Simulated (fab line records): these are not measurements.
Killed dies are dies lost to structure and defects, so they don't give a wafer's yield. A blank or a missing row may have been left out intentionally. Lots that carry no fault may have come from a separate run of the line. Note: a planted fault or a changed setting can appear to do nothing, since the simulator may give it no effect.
Chamber matching / flow nand_harc / NHARC_A_WL_FILL_CMP_12 on cmp-01: 4 sister chambers
The step polishes, t overpolish 30 s, target thk 75 nm. 20 wafers are shown with their chamber, then 10 later ones without.

== WAFERS PAIRED WITH THEIR CHAMBERS ==
wafer=L075.1; chamber=2; motor_current_A (A)=12.8; time_to_endpoint_s (s)=15.4; overpolish_run_s (s)=29.998
wafer=L075.2; chamber=0; motor_current_A (A)=9.6; time_to_endpoint_s (s)=11.1; overpolish_run_s (s)=29.974
wafer=L075.3; chamber=1; motor_current_A (A)=11.9; time_to_endpoint_s (s)=14.5; overpolish_run_s (s)=29.983
wafer=L075.4; chamber=3; motor_current_A (A)=13.3; time_to_endpoint_s (s)=16.0; overpolish_run_s (s)=29.998
wafer=L075.5; chamber=1; motor_current_A (A)=11.9; time_to_endpoint_s (s)=14.0; overpolish_run_s (s)=29.995
wafer=L075.6; chamber=2; motor_current_A (A)=13.9; time_to_endpoint_s (s)=14.3; overpolish_run_s (s)=30.009
wafer=L077.1; chamber=0; motor_current_A (A)=9.2; time_to_endpoint_s (s)=12.7; overpolish_run_s (s)=29.993
wafer=L077.5; chamber=0; motor_current_A (A)=9.3; time_to_endpoint_s (s)=11.9; overpolish_run_s (s)=30.004
wafer=L077.6; chamber=3; motor_current_A (A)=12.7; time_to_endpoint_s (s)=11.9; overpolish_run_s (s)=30.007
wafer=L079.1; chamber=0; motor_current_A (A)=9.8; time_to_endpoint_s (s)=15.5; overpolish_run_s (s)=29.996
wafer=L079.4; chamber=3; motor_current_A (A)=12.6; time_to_endpoint_s (s)=13.6; overpolish_run_s (s)=30.020
wafer=L079.6; chamber=1; motor_current_A (A)=11.5; time_to_endpoint_s (s)=17.5; overpolish_run_s (s)=29.994
wafer=L085.3; chamber=1; motor_current_A (A)=11.3; time_to_endpoint_s (s)=16.4; overpolish_run_s (s)=29.996
wafer=L085.4; chamber=3; motor_current_A (A)=12.2; time_to_endpoint_s (s)=13.6; overpolish_run_s (s)=30.013
wafer=L085.5; chamber=0; motor_current_A (A)=9.4; time_to_endpoint_s (s)=11.7; overpolish_run_s (s)=30.007
wafer=L084.3; chamber=2; motor_current_A (A)=12.8; time_to_endpoint_s (s)=15.7; overpolish_run_s (s)=29.992
wafer=L084.5; chamber=1; motor_current_A (A)=11.3; time_to_endpoint_s (s)=15.1; overpolish_run_s (s)=29.999
wafer=L084.6; chamber=2; motor_current_A (A)=12.9; time_to_endpoint_s (s)=15.4; overpolish_run_s (s)=29.985
wafer=L083.1; chamber=3; motor_current_A (A)=12.8; time_to_endpoint_s (s)=13.9; overpolish_run_s (s)=29.985
wafer=L083.3; chamber=1; motor_current_A (A)=11.5; time_to_endpoint_s (s)=16.2; overpolish_run_s (s)=30.004

SIGNATURES (means of the wafers above)
reading=motor_current_A; chamber 0=9.460; chamber 1=11.567; chamber 2=13.100; chamber 3=12.720; scatter within a chamber=0.362
reading=time_to_endpoint_s; chamber 0=12.580; chamber 1=15.617; chamber 2=15.200; chamber 3=13.800; scatter within a chamber=1.38
reading=overpolish_run_s; chamber 0=29.99480; chamber 1=29.99517; chamber 2=29.99600; chamber 3=30.00460; scatter within a chamber=0.0111
Rule: distance of a wafer from a chamber = root of the sum over the readings of ((wafer's reading minus chamber's mean) / reading's scatter) squared. If the next closest chamber is less than 2 further off than the closest, the wafer can't be placed; otherwise it belongs to the closest. The scatter: the root of (the sum of the squares of (reading less its chamber's mean) over the shown wafers, divided by (wafers less chambers)).

== WAFERS WHOSE CHAMBER IS MISSING ==
wafer=L083.6; motor_current_A (A)=11.5; time_to_endpoint_s (s)=17.7; overpolish_run_s (s)=30.007
wafer=L088.1; motor_current_A (A)=13.0; time_to_endpoint_s (s)=9.1; overpolish_run_s (s)=29.999
wafer=L088.3; motor_current_A (A)=12.9; time_to_endpoint_s (s)=14.2; overpolish_run_s (s)=29.994
wafer=L088.5; motor_current_A (A)=9.6; time_to_endpoint_s (s)=12.2; overpolish_run_s (s)=29.989
wafer=L091.1; motor_current_A (A)=10.1; time_to_endpoint_s (s)=10.8; overpolish_run_s (s)=30.000
wafer=L091.3; motor_current_A (A)=11.2; time_to_endpoint_s (s)=12.9; overpolish_run_s (s)=29.990
wafer=L091.4; motor_current_A (A)=12.7; time_to_endpoint_s (s)=11.7; overpolish_run_s (s)=30.000
wafer=L094.3; motor_current_A (A)=12.0; time_to_endpoint_s (s)=13.0; overpolish_run_s (s)=30.002
wafer=L094.4; motor_current_A (A)=12.4; time_to_endpoint_s (s)=15.6; overpolish_run_s (s)=30.000
wafer=L094.6; motor_current_A (A)=12.8; time_to_endpoint_s (s)=14.4; overpolish_run_s (s)=30.005

== WHICH CHAMBER EACH WENT THROUGH ==
wafer=L083.6; from the rows above=1; in truth=1
wafer=L088.1; from the rows above=can't be placed: 3 or 2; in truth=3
wafer=L088.3; from the rows above=can't be placed: 2 or 3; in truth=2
wafer=L088.5; from the rows above=0; in truth=0
wafer=L091.1; from the rows above=0; in truth=0
wafer=L091.3; from the rows above=1; in truth=1
wafer=L091.4; from the rows above=can't be placed: 3 or 2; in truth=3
wafer=L094.3; from the rows above=can't be placed: 3 or 1 or 2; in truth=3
wafer=L094.4; from the rows above=can't be placed: 3 or 2 or 1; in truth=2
wafer=L094.6; from the rows above=can't be placed: 3 or 2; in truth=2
4 of 10 placed correctly. These rows do not allow placing 6 (true chamber among the candidates in 6). Wrongly placed: 0.
